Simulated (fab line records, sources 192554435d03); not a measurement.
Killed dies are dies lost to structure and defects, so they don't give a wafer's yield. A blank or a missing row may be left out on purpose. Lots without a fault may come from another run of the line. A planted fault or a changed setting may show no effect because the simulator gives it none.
Chamber matching | flow n5_finfet | N5_BEOL_M2_ALD_84 on ald_metal-02: 4 sister chambers
The step deposits TaN, pulse time 2 s, purge time 3 s, co reactant purge time 2 s. 4 wafers are shown with their chamber, then 7 later ones without.

WAFERS WITH THEIR CHAMBER
wafer  | chamber | heater_power_w (W)
L374.5 | 2       | 372
L389.4 | 3       | 364
L391.1 | 0       | 407
L391.2 | 1       | 411

WAFERS WITHOUT THEIR CHAMBER
wafer  | heater_power_w (W)
L391.4 | 412
L392.1 | 372
L392.2 | 414
L392.3 | 406
L395.1 | 405
L395.5 | 373
L395.6 | 408

WHICH CHAMBER EACH WENT THROUGH
wafer  | from the rows above     | in truth
L391.4 | 1                       | 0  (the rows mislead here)
L392.1 | 2                       | 2
L392.2 | 1                       | 1
L392.3 | 0                       | 0
L395.1 | 0                       | 0
L395.5 | 2                       | 2
L395.6 | can't be placed: 0 or 1 | 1
Placed correctly: 5 of 7. Can't be placed from these rows: 1 (the true chamber is among the candidates in 1). Placed wrongly: 1.
How it was worked out, from the rows above alone: a wafer's distance from a chamber is the root of the sum, over the readings, of the square of ((its reading less the chamber's mean) divided by the reading's scatter). The wafer belongs to the nearest chamber; if the next one is less than 2 further off, it can't be placed. A chamber's mean is the mean of its shown wafers. The scatter: with one shown wafer a chamber, the root of the mean of the squares of how far each hidden wafer lies from its nearest shown one.
